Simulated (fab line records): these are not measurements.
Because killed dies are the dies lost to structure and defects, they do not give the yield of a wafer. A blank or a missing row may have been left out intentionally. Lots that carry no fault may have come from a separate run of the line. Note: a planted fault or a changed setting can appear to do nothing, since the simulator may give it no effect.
fab line records    flow n5_finfet
record: lots: 7  wafers: 21
route steps=1938 shown HKMG_FIN@395 GATE_CUT@484 BEOL_M0_SAQP@671 BEOL_M0@738 BEOL_M2@843 BEOL_M3@934
start_h: the number of hours between the record's first day and the start of the first shown wafer of the lot    wait_h: how many hours have passed since the lot's step before this one    " as in the row above    L1.1+2: a row that stands for several wafers    - no value, or no start given    * or withheld: withheld    < > ~ a bound
route shown NAME@n: a module of which the file shows steps, and the number in the route of the first    usual: average and standard deviation across the fault-free wafers    same: alike in all rows    chamber/n: place in a boat    sites: each site's reading    _std_site: their standard deviation    _edge_site: outer sites' mean less inner sites'    radius_mm: how far each site lies from the wafer's centre    mask NAME#n: copy n    behind: the most recent tool/chamber to have shaped the wafer    hold: reason for holding the lot/hours on hold/outcome of the hold    device: the transistor (n, p or np) that didn't switch    end of line: tests of these same wafers at the route's end    for a step that has no rows: nothing shown but its recipe    killed: the dies lost at the first sort to structure and to defects; this is not the yield of the wafer    map: per-die view of a wafer (x killed, . not killed, _ where there is no die)
set.NAME: the setting as run; set.NAME@STEP: as run at that earlier step    model.NAME: the simulator's own value behind a step, which no gauge read
one table per step and one row per wafer, for lots whose settings were changed on purpose
== steps ==
step: N5_HKMG_FIN_EXPOSE_46
recipe: mask_id: NDIPOLE  na: 1.35  source_shape: conventional  sigma_outer: 0.8  polarization: unpolarized  dose_mj: 40
lot.wafer   tool             chamber  start_h  wait_h  mask       set.dose_mj
L075.2+3+6  arfi_scanner-03  0        81.35    -       NDIPOLE#0  40
L076.1+2+3  arfi_scanner-02  0        85.40    -       NDIPOLE#0  40
L077.1+3    arfi_scanner-03  0        90.24    -       NDIPOLE#0  38
L077.2      "                0        "        "       NDIPOLE#0  40
L083.3+4+5  arfi_scanner-02  0        127.83   -       NDIPOLE#0  40
L085.2+4    arfi_scanner-01  0        136.31   -       NDIPOLE#0  40
L085.6      "                0        "        "       NDIPOLE#0  37.28
L092.1+6    arfi_scanner-02  0        179.31   -       NDIPOLE#0  40
L092.3      "                0        "        "       NDIPOLE#0  42.36
L096.3+4+5  arfi_scanner-02  0        204.16   -       NDIPOLE#0  40
step: N5_HKMG_FIN_PEB_47
recipe: peb_temp_c: withheld  peb_time_s: 60  resist: CAR-ArF
step: N5_HKMG_FIN_DEVELOP_48
recipe: develop_time_s: 30  developer: TMAH  resist: CAR-ArF  rinse_liquid: diw  dry: air_spin  dev_temp_c: 23
step: N5_HKMG_FIN_CD_MEAS_49
recipe: target_cd_nm: 202  landing_energy_ev: 500  detector: se_inlens  polarity: opening
usual: cd_nm: 202.1/0.63
lot.wafer  tool       chamber  start_h  wait_h  set.dose_mj@HKMG_FIN_EXPOSE_46  cd_nm
L075.2     cd_sem-03  0        81.47    -       40                              202.0
L075.3     "          0        "        "       40                              201.7
L075.6     "          0        "        "       40                              201.7
L076.1     cd_sem-01  0        85.52    -       40                              202.6
L076.2     "          0        "        "       40                              201.6
L076.3     "          0        "        "       40                              201.9
L077.1     cd_sem-02  0        90.37    -       38                              199.6
L077.2     "          0        "        "       40                              202.5
L077.3     "          0        "        "       38                              199.1
L083.3     cd_sem-02  0        127.94   -       40                              202.9
L083.4     "          0        "        "       40                              203.0
L083.5     "          0        "        "       40                              202.8
L085.2     cd_sem-02  0        136.43   -       40                              202.1
L085.4     "          0        "        "       40                              202.6
L085.6     "          0        "        "       37.28                           198.7
L092.1     cd_sem-03  0        179.43   -       40                              202.4
L092.3     "          0        "        "       42.36                           205.1
L092.6     "          0        "        "       40                              201.6
L096.3     cd_sem-02  0        204.28   -       40                              202.1
L096.4     "          0        "        "       40                              202.0
L096.5     "          0        "        "       40                              202.1
step: N5_HKMG_FIN_DESCUM_53
recipe: chemistry: O2  time_s: 7.9  source_power_w: 50  bias_power_w: 20  pressure_mtorr: 20  rf_frequency_hz: 2.712e+07  temp_c: 40  resist: CAR-ArF  o2_flow_sccm: 225
step: N5_HKMG_FIN_ETCH_54
recipe: chemistry: CF4  target: SiARC  target_depth_a: 455  mask_material: CAR-ArF  time_s: 75.8  ion_energy_ev: 80  pressure_mtorr: 40  source_w: 545  bias_w: 36  Ar_flow_sccm: 100  cf4_flow_sccm: 100  ends: cleared
lot.wafer  tool         chamber  start_h  wait_h  set.dose_mj@HKMG_FIN_EXPOSE_46  model.HKMG_FIN.cd_offset_nm
L075.2     rie_diel-03  1        81.59    0.0     40                              -0.4
L075.3     "            0        "        "       40                              0
L075.6     "            3        "        "       40                              0.2
L076.1     rie_diel-05  1        85.64    0.0     40                              0.6
L076.2     "            0        "        "       40                              0
L076.3     "            2        "        "       40                              -0.2
L077.1     rie_diel-05  1        90.59    0.0     38                              -2.8
L077.2     "            2        "        "       40                              0.4
L077.3     "            3        "        "       38                              -3.2
L083.3+4   rie_diel-06  0,1      128.06   0.0     40                              0.8
L083.5     "            2        "        "       40                              0.6
L085.2     rie_diel-03  0        136.56   0.0     40                              0.2
L085.4     "            2        "        "       40                              0.8
L085.6     "            1        "        "       37.28                           -3.6
L092.1     rie_diel-03  1        179.62   0.0     40                              0.4
L092.3     "            3        "        "       42.36                           3
L092.6     "            2        "        "       40                              0
L096.3     rie_diel-03  2        204.43   0.0     40                              -0.4
L096.4     "            1        "        "       40                              -0.2
L096.5     "            2        "        "       40                              0
step: N5_HKMG_FIN_ETCH_55
recipe: chemistry: N2/H2  target: SOC  target_depth_a: 2400  temp_c: 40  time_s: 300  ion_energy_ev: 200  mask_material: SiARC  pressure_mtorr: 30  source_w: 840  bias_w: 150  n2_flow_sccm: 200  h2_flow_sccm: 200
lot.wafer  tool         chamber  start_h  wait_h  set.dose_mj@HKMG_FIN_EXPOSE_46  model.HKMG_FIN.cd_offset_nm
L075.2     rie_diel-03  1        81.65    0.0     40                              -0.8
L075.3     "            0        "        "       40                              -0.6
L075.6     "            3        "        "       40                              0.4
L076.1     rie_diel-05  1        85.70    0.0     40                              0.8
L076.2     "            0        "        "       40                              0
L076.3     "            2        "        "       40                              -0.4
L077.1+3   rie_diel-05  1,3      90.65    0.0     38                              -2.6
L077.2     "            2        "        "       40                              0.6
L083.3+5   rie_diel-06  0,2      128.12   0.0     40                              0.4
L083.4     "            1        "        "       40                              1
L085.2     rie_diel-03  0        136.61   0.0     40                              -0.4
L085.4     "            2        "        "       40                              0.4
L085.6     "            1        "        "       37.28                           -4.4
L092.1+6   rie_diel-03  1,2      179.67   0.0     40                              0
L092.3     "            3        "        "       42.36                           3.4
L096.3     rie_diel-03  2        204.49   0.0     40                              0
L096.4     "            1        "        "       40                              -0.2
L096.5     "            2        "        "       40                              0.2
step: N5_GATE_CUT_EXPOSE_10
recipe: mask_id: GATE_CUT  na: 0.33  source_shape: annular  sigma_inner: 0.35  sigma_outer: 0.8  polarization: unpolarized  target_cd_nm: 20  dose_mj: 43.25
lot.wafer   tool            chamber  start_h  wait_h  mask        set.dose_mj
L075.2+3+6  euv_scanner-02  0        92.98    -       GATE_CUT#0  43.25
L076.1      euv_scanner-02  0        98.43    -       GATE_CUT#0  41.43
L076.2+3    "               0        "        "       GATE_CUT#0  43.25
L077.1+2    euv_scanner-02  0        101.94   -       GATE_CUT#0  41.28
L077.3      "               0        "        "       GATE_CUT#0  43.25
L083.3      euv_scanner-02  0        140.40   -       GATE_CUT#0  46.44
L083.4+5    "               0        "        "       GATE_CUT#0  43.25
L085.2      euv_scanner-01  0        148.02   -       GATE_CUT#0  43.25
L085.4+6    "               0        "        "       GATE_CUT#0  44.72
L092.1+3    euv_scanner-01  0        192.47   -       GATE_CUT#0  46.15
L092.6      "               0        "        "       GATE_CUT#0  43.25
L096.3+4+5  euv_scanner-01  0        217.38   -       GATE_CUT#0  43.25
step: N5_GATE_CUT_PEB_11
recipe: peb_temp_c: 100  peb_time_s: 60  resist: CAR-EUV
step: N5_GATE_CUT_DEVELOP_12
recipe: develop_time_s: 30  developer: TMAH  resist: CAR-EUV  rinse_liquid: surfactant_rinse  dry: air_spin  dev_temp_c: 23
step: N5_GATE_CUT_CD_MEAS_13
recipe: target_cd_nm: 20  landing_energy_ev: 500  detector: se_inlens
usual: cd_nm: 20.04/0.23
lot.wafer  tool       chamber  start_h  wait_h  set.dose_mj@GATE_CUT_EXPOSE_10  cd_nm
L075.2     cd_sem-02  0        93.10    -       43.25                           20.18
L075.3     "          0        "        "       43.25                           20.04
L075.6     "          0        "        "       43.25                           19.76
L076.1     cd_sem-01  0        98.56    -       41.43                           19.05
L076.2     "          0        "        "       43.25                           19.63
L076.3     "          0        "        "       43.25                           20.43
L077.1     cd_sem-02  0        102.07   -       41.28                           18.94
L077.2     "          0        "        "       41.28                           19.15
L077.3     "          0        "        "       43.25                           20.12
L083.3     cd_sem-02  0        140.52   -       46.44                           21.51
L083.4     "          0        "        "       43.25                           20.15
L083.5     "          0        "        "       43.25                           20.25
L085.2     cd_sem-01  0        148.14   -       43.25                           19.94
L085.4     "          0        "        "       44.72                           20.55
L085.6     "          0        "        "       44.72                           20.49
L092.1     cd_sem-03  0        192.61   -       46.15                           21.24
L092.3     "          0        "        "       46.15                           21.31
L092.6     "          0        "        "       43.25                           19.82
L096.3     cd_sem-01  0        217.50   -       43.25                           19.82
L096.4     "          0        "        "       43.25                           19.80
L096.5     "          0        "        "       43.25                           19.43
step: N5_GATE_CUT_DESCUM_18
recipe: chemistry: O2  time_s: 7  source_power_w: 50  bias_power_w: 20  pressure_mtorr: 20  rf_frequency_hz: 2.712e+07  temp_c: 40  resist: CAR-EUV  o2_flow_sccm: 225
lot.wafer  tool         chamber  start_h  wait_h  set.dose_mj@GATE_CUT_EXPOSE_10  model.GATE_CUT.cd_nm
L075.2     rie_diel-04  2        93.32    0.1     43.25                           20.2
L075.3+6   "            1,0      "        "       43.25                           20
L076.1     rie_diel-01  1        98.71    0.1     41.43                           19
L076.2+3   "            3,0      "        "       43.25                           20.2
L077.1     rie_diel-01  3        102.20   0.0     41.28                           19
L077.2     "            0        "        "       41.28                           19.2
L077.3     "            2        "        "       43.25                           20.2
L083.3     rie_diel-04  2        140.64   0.0     46.44                           21.8
L083.4+5   "            3        "        "       43.25                           20.2
L085.2     rie_diel-01  3        148.27   0.0     43.25                           19.8
L085.4+6   "            2,3      "        "       44.72                           20.4
L092.1+3   rie_diel-02  3,1      192.73   0.0     46.15                           21.2
L092.6     "            3        "        "       43.25                           19.6
L096.3+4   rie_diel-02  1,2      218.19   0.6     43.25                           19.8
L096.5     "            3        "        "       43.25                           20
step: N5_GATE_CUT_ETCH_36
recipe: chemistry: CF4  target: SiARC  target_depth_a: 130  mask_material: CAR-EUV  time_s: 21.7  ion_energy_ev: 80  pressure_mtorr: 40  source_w: 545  bias_w: 36  Ar_flow_sccm: 100  cf4_flow_sccm: 100  ends: cleared
lot.wafer   tool         chamber  start_h  wait_h  set.cf4_flow_sccm
L075.2+3+6  rie_diel-04  2,1,0    93.38    0.0     100
L076.1+2    rie_diel-01  1,3      98.77    0.0     100
L076.3      "            0        "        "       107.3
L077.1+3    rie_diel-01  3,2      102.25   0.0     119.8
L077.2      "            0        "        "       100
L083.3+4+5  rie_diel-04  2,3,3    140.69   0.0     100
L085.2      rie_diel-01  3        148.32   0.0     100
L085.4+6    "            2,3      "        "       80.15
L092.1+3    rie_diel-02  3,1      192.78   0.0     100
L092.6      "            3        "        "       109.3
L096.3+4    rie_diel-02  1,2      218.24   0.0     100
L096.5      "            3        "        "       109.2
step: N5_GATE_CUT_ETCH_37
recipe: chemistry: N2/H2  target: SOC  target_depth_a: 600  overetch_a: 120  mask_material: SiARC  temp_c: 40  time_s: 90  ion_energy_ev: 200  pressure_mtorr: 30  source_w: 840  bias_w: 150  n2_flow_sccm: 200  h2_flow_sccm: 200
lot.wafer  tool         chamber  start_h  wait_h  set.dose_mj@GATE_CUT_EXPOSE_10  model.GATE_CUT.cd_nm
L075.2     rie_diel-04  2        93.40    0.0     43.25                           20
L075.3+6   "            1,0      "        "       43.25                           19.8
L076.1     rie_diel-01  1        98.79    0.0     41.43                           18.8
L076.2     "            3        "        "       43.25                           20
L076.3     "            0        "        "       43.25                           20.2
L077.1     rie_diel-01  3        102.28   0.0     41.28                           19
L077.2     "            0        "        "       41.28                           19.2
L077.3     "            2        "        "       43.25                           20
L083.3     rie_diel-04  2        140.72   0.0     46.44                           21.6
L083.4     "            3        "        "       43.25                           20.4
L083.5     "            3        "        "       43.25                           20.2
L085.2     rie_diel-01  3        148.35   0.0     43.25                           19.6
L085.4     "            2        "        "       44.72                           20.4
L085.6     "            3        "        "       44.72                           20.2
L092.1     rie_diel-02  3        192.81   0.0     46.15                           21
L092.3     "            1        "        "       46.15                           21.2
L092.6     "            3        "        "       43.25                           19.6
L096.3+5   rie_diel-02  1,3      218.27   0.0     43.25                           20
L096.4     "            2        "        "       43.25                           19.8
step: N5_GATE_CUT_STRIP_38
recipe: chemistry: N2/H2  temp_c: 40  n2_flow_sccm: 200  h2_flow_sccm: 200  rf_frequency_hz: 6e+07
step: N5_GATE_CUT_STRIP_39
recipe: chemistry: N2/H2  temp_c: 40  n2_flow_sccm: 200  h2_flow_sccm: 200  rf_frequency_hz: 6e+07
step: N5_GATE_CUT_HM_OPEN_40
recipe: chemistry: C4F6/O2  target: SiO2  mask_material: SiARC  target_depth_a: 1390  time_s: 85.1  ion_energy_ev: 250  pressure_mtorr: 30  source_w: 345  bias_w: 185  Ar_flow_sccm: 300  C4F6_flow_sccm: 10  O2_flow_sccm: 10  ends: cleared
lot.wafer  tool         chamber  start_h  wait_h  set.dose_mj@GATE_CUT_EXPOSE_10  model.GATE_CUT.cd_nm
L075.2+3   rie_diel-04  2,1      93.49    0.0     43.25                           20
L075.6     "            0        "        "       43.25                           19.8
L076.1     rie_diel-01  1        98.88    0.0     41.43                           18.8
L076.2     "            3        "        "       43.25                           20
L076.3     "            0        "        "       43.25                           20.4
L077.1     rie_diel-01  3        102.36   0.0     41.28                           19
L077.2     "            0        "        "       41.28                           19.4
L077.3     "            2        "        "       43.25                           20
L083.3     rie_diel-04  2        140.80   0.0     46.44                           21.8
L083.4+5   "            3        "        "       43.25                           20.4
L085.2     rie_diel-01  3        148.43   0.0     43.25                           19.6
L085.4     "            2        "        "       44.72                           20.6
L085.6     "            3        "        "       44.72                           20.4
L092.1     rie_diel-02  3        192.89   0.0     46.15                           21.2
L092.3     "            1        "        "       46.15                           21.4
L092.6     "            3        "        "       43.25                           19.8
L096.3+5   rie_diel-02  1,3      218.35   0.0     43.25                           20
L096.4     "            2        "        "       43.25                           19.8
step: N5_GATE_CUT_STRIP_41
recipe: chemistry: CF4  resist: SiARC  power_w: 300  bias_power_w: 75  pressure_mtorr: 50  cf4_flow_sccm: 150  rf_frequency_hz: 6e+07
step: N5_GATE_CUT_STRIP_42
recipe: chemistry: O2  power_w: 400  temp_c: 40  pressure_mtorr: 30  rf_frequency_hz: 6e+07  bias_power_w: 0  overash_fraction: 0.3  o2_flow_sccm: 225
step: N5_GATE_CUT_CUT_ETCH_54
recipe: chemistry: Cl2/BCl3  target: TiN  mask_material: SiO2  target_depth_a: 967  pressure_mtorr: 10  icp_w: 1000  bias_w: 126  Cl2_flow_sccm: 53.25  bcl3_flow_sccm: 21.75  Ar_flow_sccm: 25  ends: cleared
step: N5_GATE_CUT_CUT_ETCH_55
recipe: chemistry: BCl3  target: HfO2  mask_material: SiO2  target_depth_a: 32  ion_energy_ev: 30  pressure_mtorr: 5  icp_w: 450  bias_w: 18  bcl3_flow_sccm: 80
step: N5_GATE_CUT_ETCH_47
recipe: chemistry: Cl2/BCl3  target: SiO2  target_depth_a: 100  pressure_mtorr: 10  icp_w: 1000  bias_w: 126  Cl2_flow_sccm: 53.25  bcl3_flow_sccm: 21.75  Ar_flow_sccm: 25
lot.wafer  tool          chamber  start_h  wait_h  set.dose_mj@GATE_CUT_EXPOSE_10  model.GATE_CUT.cd_nm
L075.2     rie_metal-03  1        93.86    0.0     43.25                           20
L075.3     "             1        "        "       43.25                           19.8
L075.6     "             0        "        "       43.25                           19.4
L076.1     rie_metal-03  0        99.26    0.0     41.43                           18.4
L076.2     "             1        "        "       43.25                           20.2
L076.3     "             0        "        "       43.25                           20.6
L077.1+2   rie_metal-01  0        102.89   0.1     41.28                           19.2
L077.3     "             0        "        "       43.25                           20
L083.3     rie_metal-02  1        141.19   0.0     46.44                           22.2
L083.4     "             0        "        "       43.25                           20.8
L083.5     "             0        "        "       43.25                           20.6
L085.2     rie_metal-03  1        148.82   0.0     43.25                           19.6
L085.4     "             1        "        "       44.72                           20.8
L085.6     "             0        "        "       44.72                           20.6
L092.1     rie_metal-03  1        193.27   0.0     46.15                           21.6
L092.3     "             1        "        "       46.15                           21.4
L092.6     "             0        "        "       43.25                           20.2
L096.3     rie_metal-01  0        218.74   0.0     43.25                           20.6
L096.4     "             1        "        "       43.25                           20
L096.5     "             1        "        "       43.25                           20.4
step: N5_BEOL_M0_SAQP_COAT_105
recipe: resist: SOC  temp_c: 250  time_s: 60  spin_rpm: 1500  resist_thk_nm: 100
lot.wafer   tool            chamber  start_h  wait_h  set.spin_rpm  model.SOC_of_BEOL_M0_SAQP_COAT_105.thk_nm
L075.2+3+6  litho_track-02  0        117.73   0.3     1500          100.2
L076.1      litho_track-02  0        122.78   0.3     1455          102.2
L076.2+3    "               0        "        "       1500          100.8
L077.1      litho_track-03  0        128.92   0.3     1387          104.4
L077.2      "               0        "        "       1387          104.2
L077.3      "               0        "        "       1500          100.4
L083.3      litho_track-01  0        169.01   0.2     1363          105.4
L083.4      "               0        "        "       1363          105.8
L083.5      "               0        "        "       1500          100.8
L085.2      litho_track-02  0        176.71   0.3     1424          103.4
L085.4      "               0        "        "       1424          103.2
L085.6      "               0        "        "       1500          100.8
L092.1      litho_track-03  0        218.96   0.3     1500          99.8
L092.3+6    "               0        "        "       1500          99.6
L096.3      litho_track-02  0        250.07   0.2     1656          95
L096.4      "               0        "        "       1656          94.8
L096.5      "               0        "        "       1500          100.4
step: N5_BEOL_M0_SPUTTER_134
recipe: material: Cu  target_thk_a: 40  temp_c: -20  chamber_pressure_pa: 0.07  power_w: withheld  time_s: 7.37
lot.wafer  tool            chamber  start_h  wait_h  set.time_s  model.Cu_of_BEOL_M0_SPUTTER_134.thk_nm
L075.2+6   pvd_sputter-03  -        127.05   0.0     7.37        4.2
L075.3     "               -        "        "       7.37        4
L076.1+3   pvd_sputter-01  -        130.47   0.0     7.995       4.4
L076.2     "               -        "        "       7.37        4.2
L077.1     pvd_sputter-03  -        136.01   0.0     7.37        4
L077.2     "               -        "        "       6.37        3.2
L077.3     "               -        "        "       6.37        -
L083.3+4   pvd_sputter-01  -        176.69   0.0     7.079       -
L083.5     "               -        "        "       7.37        4
L085.2     pvd_sputter-02  -        184.49   0.0     7.87        -
L085.4     "               -        "        "       7.37        3.8
L085.6     "               -        "        "       7.37        4
L092.1+6   pvd_sputter-01  -        234.82   0.0     6.692       -
L092.3     "               -        "        "       7.37        4
L096.3+5   pvd_sputter-01  -        260.41   0.0     7.37        3.8
L096.4     "               -        "        "       6.543       3.4
step: N5_BEOL_M2_PECVD_72
recipe: material: SiO2  target_thk_a: 160  temp_c: 400  precursor: TEOS/O2  pressure_torr: 5.5  rf_w: 450  teos_flow_sccm: 53.8  gas: O2  flow_sccm: 3000  time_s: 18
lot.wafer  tool      chamber  start_h  wait_h  set.temp_c  model.SiO2_of_BEOL_M2_PECVD_72.thk_nm
L075.2     pecvd-04  0        135.78   0.0     400         16
L075.3+6   "         2        "        "       400         16.2
L076.1     pecvd-04  2        142.66   0.0     400         16
L076.2+3   "         1,0      "        "       393.7       16.6
L077.1+2   pecvd-03  0,2      147.24   0.0     410.3       14.8
L077.3     "         1        "        "       400         16
L083.3     pecvd-01  0        188.36   0.0     387.8       17.2
L083.4     "         0        "        "       387.8       17.4
L083.5     "         1        "        "       387.8       17.6
L085.2     pecvd-04  1        205.98   0.0     414         14.4
L085.4     "         1        "        "       400         16.4
L085.6     "         1        "        "       400         16.2
L092.1     pecvd-03  2        251.57   0.0     400         16
L092.3     "         0        "        "       400         16.2
L092.6     "         0        "        "       400         16.6
L096.3     pecvd-04  2        283.23   0.0     400         15.6
L096.4     "         2        "        "       400         16.2
L096.5     "         1        "        "       400         16
step: N5_BEOL_M2_DEP_57
recipe: material: SiCN  target_thk_a: 80  temp_c: withheld  precursor: 3MS/NH3  pressure_torr: 3  rf_w: 202  time_s: 14
lot.wafer   tool      chamber  start_h  wait_h  set.time_s  model.SiCN_of_BEOL_M2_DEP_57.thk_nm
L075.2+3    pecvd-04  1,0      169.67   0.0     14          7.8
L075.6      "         0        "        "       14          8
L076.1      pecvd-04  1        174.05   0.0     15.82       9
L076.2+3    "         2,0      "        "       14          8
L077.1+2    pecvd-04  1,2      175.94   0.0     14          7.8
L077.3      "         0        "        "       14          8
L083.3      pecvd-03  1        199.26   0.0     12.82       7.2
L083.4      "         0        "        "       14          8
L083.5      "         1        "        "       12.82       7.4
L085.2+4+6  pecvd-03  1,2,0    217.62   0.0     14          8
L092.1+6    pecvd-04  0,1      287.54   0.0     14          7.8
L092.3      "         2        "        "       14          8
L096.3+5    pecvd-04  2        308.95   0.0     14          7.8
L096.4      "         1        "        "       14          8
step: N5_BEOL_M3_HM_DEP_02
recipe: material: TiN  target_thk_a: 200  temp_c: 25  chamber_pressure_pa: 0.49996
lot.wafer   tool            chamber  start_h  wait_h  set.target_thk_a  model.TiN_of_BEOL_M3_HM_DEP_02.thk_nm
L075.2+3+6  pvd_sputter-01  -        170.37   0.4     200               20
L076.1      pvd_sputter-02  -        176.00   1.6     200               20.4
L076.2      "               -        "        "       173               17.4
L076.3      "               -        "        "       200               20
L077.1+3    pvd_sputter-02  -        176.42   0.2     207.3             20.8
L077.2      "               -        "        "       200               20.2
L083.3      pvd_sputter-01  -        200.60   1.1     200               20.4
L083.4      "               -        "        "       200               20
L083.5      "               -        "        "       222.7             22.4
L085.2      pvd_sputter-01  -        218.07   0.2     200               19.8
L085.4      "               -        "        "       200               20
L085.6      "               -        "        "       186.4             18.6
L092.1+3    pvd_sputter-01  -        290.34   2.5     188.5             18.6
L092.6      "               -        "        "       200               19.4
L096.3+5    pvd_sputter-01  -        310.82   1.6     184.8             18.6
L096.4      "               -        "        "       200               20.2
== key ==
split: step: N5_HKMG_FIN_EXPOSE_46  setting: dose_mj  stated: 40  by: wafer
response: step: N5_HKMG_FIN_CD_MEAS_49  reading: cd_nm  change: +0.556  per: 1%  r: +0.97
response: step: N5_HKMG_FIN_ETCH_54  reading: model.HKMG_FIN.cd_offset_nm  change: +0.579  per: 1%  r: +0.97
response: step: N5_HKMG_FIN_ETCH_55  reading: model.HKMG_FIN.cd_offset_nm  change: +0.622  per: 1%  r: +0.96
split: step: N5_GATE_CUT_EXPOSE_10  setting: dose_mj  stated: 43.25  by: wafer
response: step: N5_GATE_CUT_CD_MEAS_13  reading: cd_nm  change: +0.204  per: 1%  r: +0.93
response: step: N5_GATE_CUT_DESCUM_18  reading: model.GATE_CUT.cd_nm  change: +0.232  per: 1%  r: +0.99
response: step: N5_GATE_CUT_ETCH_37  reading: model.GATE_CUT.cd_nm  change: +0.212  per: 1%  r: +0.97
response: step: N5_GATE_CUT_HM_OPEN_40  reading: model.GATE_CUT.cd_nm  change: +0.221  per: 1%  r: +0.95
response: step: N5_GATE_CUT_ETCH_47  reading: model.GATE_CUT.cd_nm  change: +0.238  per: 1%  r: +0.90
split: step: N5_GATE_CUT_ETCH_36  setting: cf4_flow_sccm  stated: 100  by: wafer
response none clear
split: step: N5_BEOL_M0_SAQP_COAT_105  setting: spin_rpm  stated: 1500  by: wafer
response: step: N5_BEOL_M0_SAQP_COAT_105  reading: model.SOC_of_BEOL_M0_SAQP_COAT_105.thk_nm  change: -0.52  per: 1%  r: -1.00
split: step: N5_BEOL_M0_SPUTTER_134  setting: time_s  stated: 7.37  by: wafer
response: step: N5_BEOL_M0_SPUTTER_134  reading: model.Cu_of_BEOL_M0_SPUTTER_134.thk_nm  change: +0.0426  per: 1%  r: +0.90
split: step: N5_BEOL_M2_PECVD_72  setting: temp_c  stated: 400  by: wafer
response: step: N5_BEOL_M2_PECVD_72  reading: model.SiO2_of_BEOL_M2_PECVD_72.thk_nm  change: -0.5  per: 1%  r: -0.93
split: step: N5_BEOL_M2_DEP_57  setting: time_s  stated: 14  by: wafer
response: step: N5_BEOL_M2_DEP_57  reading: model.SiCN_of_BEOL_M2_DEP_57.thk_nm  change: +0.0787  per: 1%  r: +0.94
split: step: N5_BEOL_M3_HM_DEP_02  setting: target_thk_a  stated: 200  by: wafer
response: step: N5_BEOL_M3_HM_DEP_02  reading: model.TiN_of_BEOL_M3_HM_DEP_02.thk_nm  change: +0.196  per: 1%  r: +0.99
